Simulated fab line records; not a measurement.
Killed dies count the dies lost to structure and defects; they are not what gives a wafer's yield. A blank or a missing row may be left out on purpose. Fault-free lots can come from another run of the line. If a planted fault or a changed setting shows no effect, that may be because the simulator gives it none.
Matching of chambers    flow n5_finfet    N5_MOL_CONTACT_COAG_STRIP_96 on rie_diel-02 has 4 sister chambers
The step strips in N2/H2. 4 wafers are shown with their chamber, then 8 later ones without.

WAFERS, EACH WITH ITS CHAMBER
wafer   chamber  showerhead_plenum_p_Torr (Torr)
L086.5  2        3.48
L087.1  0        3.18
L087.5  1        3.47
L090.1  3        3.34

WAFERS WITHOUT THEIR CHAMBER
wafer   showerhead_plenum_p_Torr (Torr)
L090.2  3.17
L090.5  3.48
L091.2  3.46
L091.3  3.17
L091.6  3.48
L097.1  3.47
L097.3  3.33
L097.5  3.46

CHAMBER TAKEN BY EACH
wafer   from the rows above      in truth
L090.2  0                        0
L090.5  can't be placed: 2 or 1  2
L091.2  can't be placed: 1 or 2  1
L091.3  0                        0
L091.6  can't be placed: 2 or 1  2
L097.1  can't be placed: 1 or 2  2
L097.3  3                        3
L097.5  can't be placed: 1 or 2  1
Correctly placed: 3 of 8. Unplaceable from these rows: 5, with the true chamber sitting among the candidates in 5. Wrongly placed: 0.
How it was worked out, from the rows above alone: a wafer's distance from a chamber is the root of the sum, over the readings, of the square of ((its reading less the chamber's mean) divided by the reading's scatter). If the next closest chamber is less than 2 further off than the closest, the wafer can't be placed; otherwise it belongs to the closest. The mean given for a chamber averages the wafers shown for that chamber. The scatter: root of mean squared gap, hidden wafer to nearest shown wafer, with one shown wafer a chamber.
